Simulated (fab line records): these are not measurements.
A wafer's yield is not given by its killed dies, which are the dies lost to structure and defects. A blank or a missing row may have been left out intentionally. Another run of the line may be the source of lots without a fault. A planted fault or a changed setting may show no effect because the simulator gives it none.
A struck lot beside a sound one	flow n5_finfet	38 steps out of a route of 1938
Sound: wafers L453.1, L453.3, L453.4. Struck: wafer L463.4 (left out: L463.1, L463.5 of the same lot, which were not struck); the cause appears at the end.
Per side, at each step with rows, come the tool, then ch with its chambers, and then its first start. Under that, the readings that differ: sound wafers	struck wafers	difference of the means	sigmas: that difference in standard deviations of wafers without a fault.
alike: same words and numbers on both sides, and readings whose means sit less than 2 such deviations apart. not compared: any withheld reading, any reading some wafer has no value for, any bound like >300 that may hide the same value, and any number with overlapping values for which the record gives no deviation.
The two part at a step that has a row with sigmas, a row that says differs or no value, or rows on one side only. When numbers do not overlap yet have no deviation, they are printed without sigmas and do not part them. Lack of a reading on every wafer of one side parts them only where that side has two or more wafers.

first, 9 steps without rows for these wafers: N5_BEOL_M0_ANNEAL_135 (time 60 s); N5_BEOL_M0_SPUTTER_141 (material Cu, target thk 4 nm, time 7.37 s); N5_BEOL_M0_ECD_118 (material Cu, target thk 300 nm); N5_BEOL_M0_ANNEAL_119 (time 90 s); N5_BEOL_M0_CMP_120 (polishes, stops on SiOC, t overpolish 6.9 s); N5_BEOL_M0_PRE_CLEAN_131 (time 15 s); N5_BEOL_M0_CO_CAP_123 (material Co, precursor CCTBA/H2, target thk 2 nm, time 102.1 s); N5_BEOL_M0_PRE_CLEAN_124 (time 15 s); N5_BEOL_M0_DEP_125 (deposits SiCN from 3MS/NH3, target thk 8 nm, time 14 s).
N5_BEOL_M1_ILD_DEP_00: deposits SiOC from DEMS/O2, target thk 79 nm, time 15.3 s.
  sound on pecvd-03 ch 0,1, day 6 04:28; struck on pecvd-03 ch 1, day 8 21:28
reading	sound	struck	difference	sigmas
model.SiOC_of_BEOL_M1_ILD_DEP_00.thk_nm (nm)	79 78.2 79.2	122.2	+43.4	
  alike: chamber_pressure_Torr, heater_power_w, showerhead_plenum_p_Torr, throttle_valve_pct
N5_BEOL_M1_THK_MEAS_01:
  sound on film_metro-02 at day 6 04:32; struck on film_metro-02 at day 8 21:34
reading	sound	struck	difference	sigmas
M1_ILD_THK (nm)	78.8 78.2 79.1	122.1	+43.4	+39
then, 24 steps without rows for these wafers: N5_BEOL_M1_PECVD_72 (deposits SiO2 from TEOS/O2, target thk 16 nm, time 18 s); N5_BEOL_M1_HM_DEP_02 (deposits TiN, target thk 20 nm); N5_BEOL_M1_COAT_61 (time 60 s, resist thk 60 nm); N5_BEOL_M1_COAT_62 (time 60 s, resist thk 12 nm); N5_BEOL_M1_COAT_73 (time 60 s, resist thk 5 nm); N5_BEOL_M1_COAT_05 (resist thk 30 nm); N5_BEOL_M1_EBR_07; N5_BEOL_M1_SOFTBAKE_06 (time 60 s); N5_BEOL_M1_EXPOSE_08 (exposes mask M1); N5_BEOL_M1_PEB_09 (peb time 60 s); N5_BEOL_M1_DEVELOP_10 (develop time 30 s); N5_BEOL_M1_DESCUM_16 (chemistry O2, time 7 s); N5_BEOL_M1_ETCH_74 (etches underlayer in N2/H2, target depth 6.5 nm, time 5.2 s); N5_BEOL_M1_ETCH_63 (etches SiARC in CF4, target depth 15.6 nm, time 26 s); N5_BEOL_M1_ETCH_64 (etches SOC in N2/H2, target depth 75 nm, overetch 15 nm, time 112.5 s); N5_BEOL_M1_STRIP_65 (strips in N2/H2); N5_BEOL_M1_STRIP_75 (strips in N2/H2); N5_BEOL_M1_STRIP_66 (strips in CF4); N5_BEOL_M1_HM_OPEN_17 (chemistry Cl2/BCl3, target TiN, target depth 20 nm, overetch 6 nm); N5_BEOL_M1_STRIP_19 (strips in O2); N5_BEOL_M1_COAT_67 (time 60 s, resist thk 60 nm); N5_BEOL_M1_COAT_68 (time 60 s, resist thk 12 nm); N5_BEOL_M1_COAT_76 (time 60 s, resist thk 5 nm); N5_BEOL_M1_COAT_22 (resist thk 30 nm).
N5_BEOL_M1_CMP_52: polishes, stops on SiOC, t overpolish 6.8 s, target thk 40 nm.
  sound on cmp-04 ch 0,1,3, day 6 12:55; struck on cmp-03 ch 3, day 9 05:36
reading	sound	struck	difference	sigmas
model.SiOC_of_BEOL_M1_ILD_DEP_00.thk_nm (nm)	78 77.2 78.2	121.2	+43.4	
model.Cu_of_BEOL_M1_ECD_50.thk_nm (nm)	40.8 40.8 39.2	82.8	+42.5	
  alike: edge_zone_pressure_frac, motor_current_A, retaining_ring_pressure_frac
N5_BEOL_M4_RC_MEAS_101:
  the record has rows for the sound wafers here (prober-01 ch 0, day 7 19:11) and none for the struck ones
-- the record jumps here: 6 days lie between the struck wafers' starts before and after (it left off in module BEOL_M4 and takes up again in module PASSIVATION, whose first step shown is number 1936 of the route) --
N5_PASSIVATION_PROBE_49:
  only the struck wafers here have rows in the record (prober-01, day 14 17:44); the sound ones have none

== WHERE THEY PART ==
At N5_BEOL_M1_THK_MEAS_01 first; at N5_PASSIVATION_PROBE_49 last (within this record only).

WHY: the cause the simulator had injected
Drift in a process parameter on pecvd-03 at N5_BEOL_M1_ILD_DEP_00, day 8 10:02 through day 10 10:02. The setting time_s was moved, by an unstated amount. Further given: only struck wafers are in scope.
